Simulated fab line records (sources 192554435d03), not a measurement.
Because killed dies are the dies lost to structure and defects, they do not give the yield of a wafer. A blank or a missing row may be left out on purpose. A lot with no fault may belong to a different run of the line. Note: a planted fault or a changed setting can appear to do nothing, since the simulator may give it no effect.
fab line records ; flow n5_finfet
record lots=9; wafers=26; last_day=18
route steps=1938 shown BEOL_M0_SAQP@667 BEOL_M4@1111 PASSIVATION@1936
lots with no fault: from the same line, run without faults
start_h: hours from the record's first day to the start of the lot's first wafer shown ; wait_h: hours elapsed since this lot's preceding step ; " identical to the entry in the row above ; L1.1+2: several wafers, shown together as one row ; - either no value or no given start ; * or withheld: withheld ; < > ~ a bound
route shown NAME@n: NAME is a module with steps in the file, n the number in the route of the first one ; usual: mean/standard deviation taken from wafers without a fault ; same: alike in all rows ; chamber/n: place in a boat ; sites: each site's reading ; _std_site: their standard deviation ; _edge_site: mean of outer sites minus mean of inner sites ; radius_mm: how far each site lies from the wafer's centre ; mask NAME#n: copy n ; behind: the most recent tool/chamber to have shaped the wafer ; hold: reason for holding the lot/hours on hold/outcome of the hold ; device: names the non-switching transistor (n, p or np) ; end of line: tests of these same wafers at the route's end ; step lacking rows: just its recipe ; killed: dies lost to structure and defects at the first sort, not the wafer's yield ; map: per-die view of a wafer (x killed, . not killed, _ where there is no die)
set.NAME: the setting the step ran with; set.NAME@STEP: the setting that earlier step ran with ; model.NAME: the simulator's own value behind a step, which no gauge read
the route's steps for a sample of lots (tables are steps, rows are wafers)
services: the hour from which a tool's chamber was out of use, counted from the record's first day as start_h (under 0 if before that day), plus the number of hours and why
## steps
# step N5_BEOL_M0_SAQP_ETCH_101
# recipe chemistry=CH3F/O2; target=SiNx; mask_material=SiO2; target_depth_a=299; time_s=42.7; pressure_mtorr=30; source_w=395; bias_w=73; Ar_flow_sccm=150; CH3F_flow_sccm=30; O2_flow_sccm=20; ion_energy_ev=120
# usual drypump_motor_current_A=5.9/0.36; oes_product_au=0.80/0.096; rf_vpp_V=299/5; showerhead_plenum_p_Torr=2.04/0.06; throttle_valve_pct=16.44/0.21
lot.wafer;tool;chamber;start_h;wait_h;drypump_motor_current_A;oes_product_au;rf_hours_counter_h;rf_vpp_V;showerhead_plenum_p_Torr;throttle_valve_pct
L478.1;rie_diel-01;3;119.77;0.0;5.8;0.89;38;302;2.04;16.36
L478.4;rie_diel-01;2;119.77;0.0;5.8;0.70;237;294;1.88;16.57
L478.6;rie_diel-01;0;119.77;0.0;6.3;0.89;-;308;2.04;16.50
L482.2;rie_diel-02;2;140.19;0.0;6.2;0.68;202;298;1.98;16.25
L482.3;rie_diel-02;0;140.19;0.0;5.5;0.76;150;300;2.07;16.73
L482.5;rie_diel-02;3;140.19;0.0;6.3;0.93;-;291;2.12;16.16
L486.1;rie_diel-01;0;164.37;0.1;6.3;0.86;45;306;2.04;16.52
L486.2;rie_diel-01;1;164.37;0.1;5.8;0.70;243;287;2.07;16.87
L486.3;rie_diel-01;2;164.37;0.1;5.9;0.69;249;296;1.87;16.58
L489.4;rie_diel-05;0;183.24;0.0;6.1;0.69;215;299;2.06;16.54
L489.5;rie_diel-05;1;183.24;0.0;6.1;0.77;-;308;1.99;16.35
L492.2;rie_diel-02;0;202.47;0.1;5.5;0.74;169;299;2.07;16.76
L492.3;rie_diel-02;2;202.47;0.1;6.2;0.68;217;298;1.97;16.28
L492.5;rie_diel-02;3;202.47;0.1;6.3;0.90;-;292;2.12;16.19
L495.2;rie_diel-05;1;222.44;0.0;6.0;0.75;146;305;1.99;16.36
L495.3;rie_diel-05;0;222.44;0.0;6.1;0.68;226;298;2.06;16.54
L495.6;rie_diel-05;2;222.44;0.0;5.1;0.74;-;296;1.92;16.35
L496.1;rie_diel-02;3;224.36;0.0;6.2;0.89;42;292;2.11;16.19
L496.3;rie_diel-02;2;224.36;0.0;6.2;0.68;226;299;1.97;16.31
L496.5;rie_diel-02;1;224.36;0.0;5.7;0.91;-;302;2.06;16.18
L497.3;rie_diel-01;1;233.64;0.0;5.8;0.95;4;285;2.06;16.34
L497.5;rie_diel-01;3;233.64;0.0;5.9;0.84;-;302;2.03;16.40
L497.6;rie_diel-01;2;233.64;0.0;5.9;0.96;-;299;2.12;16.13
L498.2;rie_diel-02;1;237.31;0.0;5.7;0.90;22;300;2.06;16.17
L498.4;rie_diel-02;3;237.31;0.0;6.2;0.88;45;294;2.11;16.22
L498.5;rie_diel-02;1;237.31;0.0;5.7;0.91;-;301;2.06;16.20
# step N5_BEOL_M0_SAQP_ETCH_107
# recipe chemistry=CH3F/O2; target=SiNx; target_depth_a=300; mask_material=SOC; pressure_mtorr=30; source_w=395; bias_w=73; Ar_flow_sccm=150; CH3F_flow_sccm=30; O2_flow_sccm=20; ion_energy_ev=120
# usual drypump_motor_current_A=5.8/0.39; oes_product_au=0.77/0.089; rf_vpp_V=299/5.1; showerhead_plenum_p_Torr=2.03/0.062; throttle_valve_pct=16.45/0.2
lot.wafer;tool;chamber;start_h;wait_h;drypump_motor_current_A;oes_product_au;rf_hours_counter_h;rf_vpp_V;showerhead_plenum_p_Torr;throttle_valve_pct
L478.1;rie_diel-02;3;120.71;0.0;6.3;0.95;9;292;2.12;16.14
L478.4;rie_diel-02;1;120.71;0.0;5.7;0.66;246;302;2.06;16.54
L478.6;rie_diel-02;0;120.71;0.0;5.5;0.76;-;300;2.08;16.71
L482.2;rie_diel-02;3;142.03;0.0;6.2;0.93;14;291;2.12;16.15
L482.3;rie_diel-02;0;142.03;0.0;5.5;0.76;150;299;2.07;16.72
L482.5;rie_diel-02;0;142.03;0.0;5.5;0.75;-;300;2.07;16.75
L486.1;rie_diel-05;0;165.09;0.0;6.1;0.69;210;298;2.07;16.52
L486.2;rie_diel-05;1;165.09;0.0;6.0;0.77;129;305;2.00;16.34
L486.3;rie_diel-05;2;165.09;0.0;5.0;0.75;167;298;1.93;16.31
L489.4;rie_diel-02;1;183.99;0.0;5.7;0.94;-;301;2.06;16.15
L489.5;rie_diel-02;3;183.99;0.0;6.3;0.91;-;291;2.12;16.16
L492.2;rie_diel-02;1;203.63;0.0;5.7;0.91;17;300;2.06;16.17
L492.3;rie_diel-02;3;203.63;0.0;6.3;0.91;34;293;2.12;16.19
L492.5;rie_diel-02;1;203.63;0.0;5.7;0.91;-;302;2.06;16.17
L495.2;rie_diel-02;1;223.26;0.0;5.7;0.91;18;301;2.06;16.17
L495.3;rie_diel-02;3;223.26;0.0;6.3;0.89;42;292;2.11;16.21
L495.6;rie_diel-02;3;223.26;0.0;6.3;0.88;-;291;2.11;16.20
L496.1;rie_diel-02;2;225.08;0.0;6.1;0.68;226;299;1.97;16.30
L496.3;rie_diel-02;1;225.08;0.0;5.7;0.91;18;299;2.06;16.18
L496.5;rie_diel-02;0;225.08;0.0;5.5;0.73;-;301;2.06;16.77
L497.3;rie_diel-02;1;234.37;0.0;5.7;0.90;21;300;2.06;16.16
L497.5;rie_diel-02;3;234.37;0.0;6.2;0.89;-;292;2.11;16.19
L497.6;rie_diel-02;0;234.37;0.0;5.5;0.73;-;300;2.06;16.78
L498.2;rie_diel-05;1;238.14;0.0;6.0;0.75;152;306;1.99;16.37
L498.4;rie_diel-05;1;238.14;0.0;6.0;0.74;-;307;1.99;16.38
L498.5;rie_diel-05;0;238.14;0.0;6.1;0.68;-;298;2.06;16.55
# step N5_BEOL_M0_SAQP_RECESS_109
# recipe chemistry=HF/NH3; target=SiO2; target_depth_a=30; afs_cycles=1; temp_c=30; sublimation_temp_c=180; sublimation_time_s=60
# usual drypump_motor_current_A=5.6/0.33
lot.wafer;tool;chamber;start_h;wait_h;drypump_motor_current_A
L478.1;vapor_etch-01;1;120.81;0.0;5.4
L478.4;vapor_etch-01;0;120.81;0.0;5.9
L478.6;vapor_etch-01;1;120.81;0.0;5.4
L482.2;vapor_etch-02;0;142.13;0.0;5.1
L482.3;vapor_etch-02;0;142.13;0.0;5.2
L482.5;vapor_etch-02;1;142.13;0.0;5.9
L486.1;vapor_etch-01;1;165.19;0.0;5.4
L486.2;vapor_etch-01;0;165.19;0.0;5.9
L486.3;vapor_etch-01;1;165.19;0.0;5.3
L489.4;vapor_etch-02;0;184.11;0.1;5.2
L489.5;vapor_etch-02;0;184.11;0.1;5.2
L492.2;vapor_etch-02;1;203.74;0.0;5.9
L492.3;vapor_etch-02;1;203.74;0.0;5.9
L492.5;vapor_etch-02;1;203.74;0.0;5.9
L495.2;vapor_etch-02;0;223.37;0.0;5.2
L495.3;vapor_etch-02;1;223.37;0.0;5.9
L495.6;vapor_etch-02;0;223.37;0.0;5.2
L496.1;vapor_etch-01;1;225.19;0.0;5.3
L496.3;vapor_etch-01;0;225.19;0.0;5.9
L496.5;vapor_etch-01;0;225.19;0.0;5.9
L497.3;vapor_etch-02;0;234.51;0.1;5.2
L497.5;vapor_etch-02;0;234.51;0.1;5.2
L497.6;vapor_etch-02;1;234.51;0.1;5.9
L498.2;vapor_etch-01;0;238.24;0.0;5.9
L498.4;vapor_etch-01;1;238.24;0.0;5.3
L498.5;vapor_etch-01;0;238.24;0.0;5.9
# step N5_BEOL_M0_SAQP_EXPOSE_37
# recipe mask_id=M0_CUT1; na=0.33; source_shape=annular; sigma_inner=0.35; sigma_outer=0.8; polarization=unpolarized; target_cd_nm=30; dose_mj=44.75
# usual exposure_dose_mJ_cm2=44.70/0.096
lot.wafer;tool;chamber;start_h;wait_h;mask;exposure_dose_mJ_cm2
L478.1;euv_scanner-02;0;122.57;-;M0_CUT1#0;44.61
L478.4;euv_scanner-02;0;122.57;-;M0_CUT1#0;44.73
L478.6;euv_scanner-02;0;122.57;-;M0_CUT1#0;44.63
L482.2;euv_scanner-01;0;143.20;-;M0_CUT1#0;44.81
L482.3;euv_scanner-01;0;143.20;-;M0_CUT1#0;44.85
L482.5;euv_scanner-01;0;143.20;-;M0_CUT1#0;44.87
L486.1;euv_scanner-02;0;166.38;-;M0_CUT1#0;44.60
L486.2;euv_scanner-02;0;166.38;-;M0_CUT1#0;44.63
L486.3;euv_scanner-02;0;166.38;-;M0_CUT1#0;44.65
L489.4;euv_scanner-02;0;185.15;-;M0_CUT1#0;44.52
L489.5;euv_scanner-02;0;185.15;-;M0_CUT1#0;44.59
L492.2;euv_scanner-01;0;204.92;-;M0_CUT1#0;44.78
L492.3;euv_scanner-01;0;204.92;-;M0_CUT1#0;44.74
L492.5;euv_scanner-01;0;204.92;-;M0_CUT1#0;44.75
L495.2;euv_scanner-01;0;225.14;-;M0_CUT1#0;44.77
L495.3;euv_scanner-01;0;225.14;-;M0_CUT1#0;44.78
L495.6;euv_scanner-01;0;225.14;-;M0_CUT1#0;44.79
L496.1;euv_scanner-02;0;226.37;-;M0_CUT1#0;44.68
L496.3;euv_scanner-02;0;226.37;-;M0_CUT1#0;44.66
L496.5;euv_scanner-02;0;226.37;-;M0_CUT1#0;44.69
L497.3;euv_scanner-01;0;235.68;-;M0_CUT1#0;44.82
L497.5;euv_scanner-01;0;235.68;-;M0_CUT1#0;44.77
L497.6;euv_scanner-01;0;235.68;-;M0_CUT1#0;44.76
L498.2;euv_scanner-02;0;239.50;-;M0_CUT1#0;44.59
L498.4;euv_scanner-02;0;239.50;-;M0_CUT1#0;44.58
L498.5;euv_scanner-02;0;239.50;-;M0_CUT1#0;44.61
# step N5_BEOL_M0_SAQP_CD_MEAS_40
# recipe target_cd_nm=30; landing_energy_ev=500; detector=se_inlens
# usual cd_nm=29.98/0.25
lot.wafer;tool;chamber;start_h;wait_h;cd_nm
L478.1;cd_sem-02;0;122.70;-;30.14
L478.4;cd_sem-02;0;122.70;-;30.13
L478.6;cd_sem-02;0;122.70;-;30.54
L482.2;cd_sem-02;0;143.33;-;30.19
L482.3;cd_sem-02;0;143.33;-;29.55
L482.5;cd_sem-02;0;143.33;-;29.92
L486.1;cd_sem-03;0;166.52;-;30.36
L486.2;cd_sem-03;0;166.52;-;29.81
L486.3;cd_sem-03;0;166.52;-;29.98
L489.4;cd_sem-02;0;185.27;-;29.89
L489.5;cd_sem-02;0;185.27;-;30.22
L492.2;cd_sem-01;0;205.05;-;30.33
L492.3;cd_sem-01;0;205.05;-;30.02
L492.5;cd_sem-01;0;205.05;-;30.25
L495.2;cd_sem-02;0;225.26;-;30.07
L495.3;cd_sem-02;0;225.26;-;29.90
L495.6;cd_sem-02;0;225.26;-;29.91
L496.1;cd_sem-02;0;226.51;-;25.12
L496.3;cd_sem-02;0;226.51;-;30.01
L496.5;cd_sem-02;0;226.51;-;25.13
L497.3;cd_sem-01;0;235.80;-;29.70
L497.5;cd_sem-01;0;235.80;-;29.94
L497.6;cd_sem-01;0;235.80;-;29.56
L498.2;cd_sem-01;0;239.63;-;30.34
L498.4;cd_sem-01;0;239.63;-;29.94
L498.5;cd_sem-01;0;239.63;-;25.48
# step N5_BEOL_M4_RC_MEAS_101
# usual DIBL_N=36.0/2.2; DIBL_P=36.2/2.4; IOFF_N=0.16/0.035; IOFF_P=0.21/0.037; ION_N=672/13; ION_P=461/7; SS_N=71.4/0.69; SS_P=73.2/0.75; VT_N=250/3.4; VT_P=-251/3
lot.wafer;tool;chamber;start_h;wait_h;DIBL_N[mV/V];DIBL_P[mV/V];IOFF_N[nA/um];IOFF_P[nA/um];ION_N[uA/um];ION_P[uA/um];SS_N[mV/dec];SS_P[mV/dec];VT_N[mV];VT_P[mV]
L478.1;prober-02;0;207.70;0.0;33.4;33.8;0.13;0.17;678;460;70.8;72.1;252;-251
L478.4;prober-02;0;207.70;0.0;30.8;32.2;0.10;0.16;659;462;70.2;72.1;257;-254
L478.6;prober-02;0;207.70;0.0;33.7;34.7;0.14;0.19;679;465;70.8;72.4;249;-253
L482.2;prober-02;0;236.88;0.2;37.0;39.5;0.18;0.26;667;465;72.0;74.1;252;-250
L482.3;prober-02;0;236.88;0.2;36.6;38.0;0.17;0.23;674;460;71.6;74.1;248;-251
L482.5;prober-02;0;236.88;0.2;34.1;35.2;0.13;0.19;660;463;71.6;72.9;254;-254
L486.1;prober-02;0;261.06;0.0;40.6;41.8;0.22;0.27;697;467;72.3;74.2;246;-247
L486.2;prober-02;0;261.06;0.0;37.0;38.9;0.14;0.20;661;457;71.7;73.3;254;-249
L486.3;prober-02;0;261.06;0.0;39.7;41.3;0.20;0.24;671;457;72.9;74.5;247;-249
L489.4;prober-02;0;271.60;0.5;37.4;37.5;0.16;0.22;669;457;71.3;73.8;252;-249
L489.5;prober-02;0;271.60;0.5;40.8;40.8;0.24;0.28;692;470;72.7;74.1;244;-248
L492.2;prober-02;0;299.60;0.2;35.1;36.3;0.15;0.22;664;461;71.1;73.1;248;-250
L492.3;prober-02;0;299.60;0.2;35.3;35.5;0.15;0.19;677;457;70.9;73.1;251;-252
L492.5;prober-02;0;299.60;0.2;35.8;37.0;0.16;0.23;677;463;71.8;73.0;250;-248
L495.2;prober-01;0;304.76;0.2;40.9;41.1;0.26;0.30;700;476;72.6;75.2;243;-247
L495.3;prober-01;0;304.76;0.2;38.3;37.2;0.18;0.23;689;466;71.8;73.6;249;-251
L495.6;prober-01;0;304.76;0.2;38.9;38.2;0.20;0.24;691;462;71.8;74.7;249;-249
L497.3;prober-01;0;316.21;0.3;36.3;35.8;0.16;0.18;681;460;71.5;72.7;248;-254
L497.5;prober-01;0;316.21;0.3;36.5;36.5;0.16;0.19;684;460;71.9;73.1;253;-252
L497.6;prober-01;0;316.21;0.3;39.1;39.1;0.21;0.23;696;462;71.9;73.3;245;-251
L496.3;prober-02;0;322.35;0.3;33.6;33.7;0.11;0.16;645;447;70.1;71.8;254;-254
L498.2;prober-02;0;333.93;0.2;36.0;34.2;0.14;0.21;677;467;71.6;73.0;251;-244
L498.4;prober-02;0;333.93;0.2;39.7;38.0;0.20;0.28;687;476;71.6;73.2;247;-243
# step N5_PASSIVATION_PROBE_49
# usual defect_limited_yield=91.2/1.4; killed_at_M0_to_M3=34/9.4; killed_at_M4_up=14/5.6; killed_at_contacts=13/7.8; killed_at_front_end=37/10; killed_at_other=4/3.3; killed_dies=103/17; killed_on_rim=14/3.5; killed_open=68/13; killed_short=33/8.2; sort_bin_5_function=5.1/0.92; sort_bin_6_memory=3.3/0.71; sort_bin_8_speed=0.01/0.043; sort_n_pass=1077/17
# same gross_dies=1180; killed_at_back_side=0; sort_bin_4_leakage[%]=0
lot.wafer;tool;chamber;start_h;wait_h;defect_limited_yield[%];killed_at_M0_to_M3;killed_at_M4_up;killed_at_contacts;killed_at_front_end;killed_at_other;killed_dies;killed_on_rim;killed_open;killed_short;sort_bin_5_function[%];sort_bin_6_memory[%];sort_bin_8_speed[%];sort_n_pass
L486.1;prober-01;-;362.77;0.0;93.5;37;9;8;21;2;77;11;57;20;4.2;2.4;0;1103
L486.2;prober-01;-;362.82;0.1;91.0;38;13;23;27;5;106;11;69;33;5.7;2.8;0;1074
L486.3;prober-01;-;362.87;0.1;90.7;30;13;19;40;8;110;11;68;41;5.0;3.9;0;1070
L492.2;prober-01;-;409.92;0.1;91.5;34;13;9;43;1;100;12;70;28;4.7;3.3;0;1080
L492.3;prober-01;-;409.97;0.1;90.0;32;18;9;53;6;118;22;71;47;6.2;3.5;0;1062
L492.5;prober-01;-;410.07;0.2;93.1;29;9;5;38;1;82;16;53;23;4.0;2.5;0;1098
L495.2;prober-02;-;412.89;0.1;91.3;32;20;20;27;4;103;11;73;29;5.0;3.6;0;1077
L495.3;prober-02;-;412.94;0.1;88.6;50;11;19;48;7;135;15;89;46;6.6;4.3;0;1045
L495.6;prober-02;-;413.09;0.3;91.7;26;17;10;44;1;98;11;60;35;5.1;2.5;0;1082
L496.1;prober-02;-;434.80;0.0;0;1114;15;11;33;7;1180;152;66;28;4.7;3.2;0;0
L496.3;prober-02;-;434.90;0.1;90.0;44;19;11;39;5;118;17;75;36;5.7;3.6;0.42;1057
L496.5;prober-02;-;435.00;0.2;0;1132;15;6;24;3;1180;152;71;23;5.9;2.4;0;0
L497.3;prober-01;-;435.06;0.1;91.0;25;25;13;33;10;106;11;79;26;5.1;3.8;0;1074
L497.5;prober-01;-;435.16;0.2;91.4;38;14;18;29;2;101;10;74;24;4.7;3.5;0;1079
L497.6;prober-01;-;435.21;0.3;92.0;26;17;20;30;1;94;14;73;20;4.3;3.3;0;1086
L498.2;prober-01;-;441.26;0.3;91.9;51;11;7;26;1;96;10;61;34;5.0;2.9;0;1084
L498.4;prober-01;-;441.36;0.4;89.1;55;23;16;34;1;129;18;90;28;5.8;4.2;0;1051
L498.5;prober-01;-;441.41;0.4;0;1104;12;31;31;2;1180;152;104;38;8.0;3.6;0;0
# killed by level:class
L486.1 BEOL_M0:geometric_particle:open=8 BEOL_M1:geometric_particle:open=8 BEOL_M2:geometric_particle:open=7 FIN_SAQP:geometric_particle:open=6 MOL_CONTACT_COAG:geometric_particle:open=6 FIN_SAQP:geometric_particle:short=5 BEOL_M0_SAQP:geometric_particle:open=5 BEOL_M6:geometric_particle:open=4
L486.2 MOL_CONTACT_COAG:geometric_particle:open=15 BEOL_M2:geometric_particle:open=11 MOL_CONTACT_COAG:geometric_particle:short=8 BEOL_M0_SAQP:geometric_particle:open=8 BEOL_M0_SAQP:geometric_particle:short=8 FIN_SAQP:geometric_particle:short=6 BEOL_M0:geometric_particle:open=6 BEOL_M4:geometric_particle:open=6
L486.3 MOL_CONTACT_COAG:geometric_particle:open=13 FIN_SAQP:geometric_particle:short=11 BEOL_M2:geometric_particle:open=9 BEOL_M1:geometric_particle:open=7 BEOL_M4:geometric_particle:open=7 STI_FIN_REVEAL:geometric_particle:open=6 MOL_CONTACT_COAG:geometric_particle:short=6 STI_FIN_REVEAL:geometric_particle:short=5
L492.2 STI_FIN_REVEAL:geometric_particle:open=15 BEOL_M2:geometric_particle:open=10 MOL_CONTACT_COAG:geometric_particle:open=8 FIN_SAQP:geometric_particle:open=6 BEOL_M4:geometric_particle:open=6 BEOL_M0_SAQP:geometric_particle:open=5 BEOL_M0_SAQP:geometric_particle:short=5 BEOL_M1:geometric_particle:open=4
L492.3 FIN_SAQP:geometric_particle:open=13 STI_FIN_REVEAL:geometric_particle:open=10 BEOL_M0_SAQP:geometric_particle:short=10 FIN_SAQP:geometric_particle:short=6 GATE_CUT:geometric_particle:short=6 MOL_CONTACT_COAG:geometric_particle:short=5 BEOL_M1:geometric_particle:open=5 BEOL_M8:geometric_particle:open=5
L492.5 STI_FIN_REVEAL:geometric_particle:open=9 BEOL_M0_SAQP:geometric_particle:open=8 BEOL_M1:geometric_particle:open=6 FIN_SAQP:geometric_particle:short=5 MOL_CONTACT_COAG:geometric_particle:open=5 BEOL_M1:geometric_particle:short=5 STARTING-WAFER:geometric_particle:short=5 HKMG_FIN:area_etch=5
L495.2 MOL_CONTACT_COAG:geometric_particle:open=17 BEOL_M4:geometric_particle:open=12 BEOL_M3:geometric_particle:open=11 BEOL_M0_SAQP:geometric_particle:short=7 STI_FIN_REVEAL:geometric_particle:open=6 BEOL_M0_SAQP:geometric_particle:open=5 ILD0:geometric_particle:open=4 BEOL_M2:geometric_particle:short=4
L495.3 FIN_SAQP:geometric_particle:open=19 MOL_CONTACT_COAG:geometric_particle:open=15 FIN_SAQP:geometric_particle:short=14 BEOL_M0_SAQP:geometric_particle:short=14 BEOL_M0_SAQP:geometric_particle:open=12 BEOL_M3:geometric_particle:open=11 BEOL_M4:geometric_particle:open=8 PASS1_CAP:geometric_particle:open=5
L495.6 BEOL_M0_SAQP:geometric_particle:open=13 GATE_CUT:geometric_particle:short=10 BEOL_M4:geometric_particle:open=10 MOL_CONTACT_COAG:geometric_particle:open=8 FIN_SAQP:geometric_particle:short=7 FIN_SAQP:geometric_particle:open=5 STI_FIN_REVEAL:geometric_particle:open=4 BEOL_M3:geometric_particle:open=4
L496.1 BEOL_M0_SAQP:area_expose=1085 MOL_CONTACT_COAG:geometric_particle:open=9 BEOL_M3:geometric_particle:open=9 BEOL_M1:geometric_particle:open=8 BEOL_M4:geometric_particle:open=8 FIN_SAQP:geometric_particle:open=7 FIN_SAQP:geometric_particle:short=6 MIM_TOP_ETCH:geometric_particle:open=5
L496.3 MOL_CONTACT_COAG:geometric_particle:open=11 BEOL_M3:geometric_particle:open=11 BEOL_M4:geometric_particle:open=11 FIN_SAQP:geometric_particle:short=8 FIN_SAQP:geometric_particle:open=8 BEOL_M0_SAQP:geometric_particle:open=8 BEOL_M1:geometric_particle:open=6 HKMG_FIN:area_etch=6
L496.5 BEOL_M0_SAQP:area_expose=1082 BEOL_M1:geometric_particle:open=14 BEOL_M3:geometric_particle:open=14 BEOL_M2:geometric_particle:open=12 BEOL_M4:geometric_particle:open=7 FIN_SAQP:geometric_particle:open=6 MOL_CONTACT_COAG:geometric_particle:open=6 BEOL_M3:geometric_particle:short=5
L497.3 MOL_CONTACT_COAG:geometric_particle:open=13 BEOL_M4:geometric_particle:open=8 BEOL_M3:geometric_particle:open=8 BEOL_M6:geometric_particle:open=8 FIN_SAQP:geometric_particle:open=6 BEOL_M2:geometric_particle:open=6 FIN_SAQP:geometric_particle:short=5 BEOL_M1:geometric_particle:open=5
L497.5 MOL_CONTACT_COAG:geometric_particle:open=16 BEOL_M2:geometric_particle:open=12 BEOL_M1:geometric_particle:open=11 STI_FIN_REVEAL:geometric_particle:open=7 FIN_SAQP:geometric_particle:open=6 BEOL_M4:geometric_particle:open=6 BEOL_M0_SAQP:geometric_particle:short=5 BEOL_M4:geometric_particle:short=4
L497.6 MOL_CONTACT_COAG:geometric_particle:open=18 FIN_SAQP:geometric_particle:open=11 BEOL_M4:geometric_particle:open=10 BEOL_M2:geometric_particle:open=10 STARTING-WAFER:geometric_particle:open=4 BEOL_M1:geometric_particle:open=4 DUMMY_GATE:geometric_particle:open=3 SPACER0:geometric_particle:short=3
L498.2 BEOL_M0_SAQP:geometric_particle:open=14 BEOL_M0_SAQP:geometric_particle:short=12 STI_FIN_REVEAL:geometric_particle:open=8 BEOL_M1:geometric_particle:open=8 BEOL_M3:geometric_particle:open=7 STARTING-WAFER:geometric_particle:short=7 STARTING-WAFER:geometric_particle:open=6 MOL_CONTACT_COAG:geometric_particle:open=5
L498.4 BEOL_M3:geometric_particle:open=15 BEOL_M1:geometric_particle:open=14 MOL_CONTACT_COAG:geometric_particle:open=13 BEOL_M4:geometric_particle:open=11 HKMG_FIN:area_etch=9 BEOL_M0_SAQP:geometric_particle:short=8 STI_FIN_REVEAL:geometric_particle:open=7 BEOL_M1:geometric_particle:short=7
L498.5 BEOL_M0_SAQP:area_expose=1037 BEOL_M3:geometric_particle:open=31 MOL_CONTACT_COAG:geometric_particle:open=23 STI_FIN_REVEAL:geometric_particle:open=10 MOL_CONTACT_COAG:geometric_particle:short=8 GATE_CUT:geometric_particle:short=7 BEOL_M4:geometric_particle:open=7 BEOL_M1:geometric_particle:open=7
## services
tool;chamber;start_h;hours;kind
euv_scanner-02;-;105.66;1.0;pm
euv_scanner-02;-;107.39;2.2;repair
rie_diel-05;1;109.28;4.8;repair
euv_scanner-01;-;112.82;0.8;repair
euv_scanner-01;-;121.73;4.6;pm
vapor_etch-01;-;128.24;15.6;pm
euv_scanner-02;-;129.63;4.6;pm
rie_diel-02;1;138.98;-;clean
rie_diel-02;1;138.98;-;consumable_replace:focus_ring
rie_diel-02;1;138.98;11.9;scheduled_down
rie_diel-02;1;138.98;11.9;vent_cycle
rie_diel-05;1;140.73;9.1;repair
euv_scanner-02;-;141.52;1.8;repair
euv_scanner-01;-;144.28;1.0;pm
rie_diel-01;3;144.44;4.0;repair
euv_scanner-02;-;161.81;1.0;pm
rie_diel-02;2;177.07;8.7;repair
euv_scanner-01;-;200.45;1.0;pm
euv_scanner-02;-;203.30;3.1;repair
rie_diel-02;1;203.82;16.6;repair
rie_diel-01;3;205.00;4.9;repair
euv_scanner-02;-;217.96;1.0;pm
rie_diel-05;0;227.75;9.5;repair
euv_scanner-02;-;231.02;0.7;repair
## key
first_sign step=N5_BEOL_M0_SAQP_CD_MEAS_40; reading=cd_nm; direction=down; sigmas=19; usual=29.98; struck=25.24
effect step=N5_PASSIVATION_PROBE_49; reading=killed_at_M0_to_M3; direction=up; sigmas=99+; usual=34; struck=1117
more_kills_born_at N5_BEOL_M0_SAQP_EXPOSE_37@euv_scanner-02=3204
met_at N5_BEOL_M0_SAQP_EXPOSE_37
struck_lots L496,L498
struck_wafers L496.1,L496.5,L498.5
later_rows_left_out L496.1,L496.5,L498.5
not_acting_at N5_BEOL_M0_SAQP_ETCH_101,N5_BEOL_M0_SAQP_ETCH_107,N5_BEOL_M0_SAQP_RECESS_109
onset_between 185.15 226.37
fault kind=process_parameter_drift; tool=euv_scanner-02; chamber=-; onset_h=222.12; steps=N5_BEOL_M0_SAQP_EXPOSE_37; channel=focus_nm; offset=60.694; shape=step; end_h=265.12; scope=struck_wafers_only
# later_rows_left_out: the simulator's readings of these wafers behind a module that went badly wrong aren't trusted and aren't shown, but for the sort
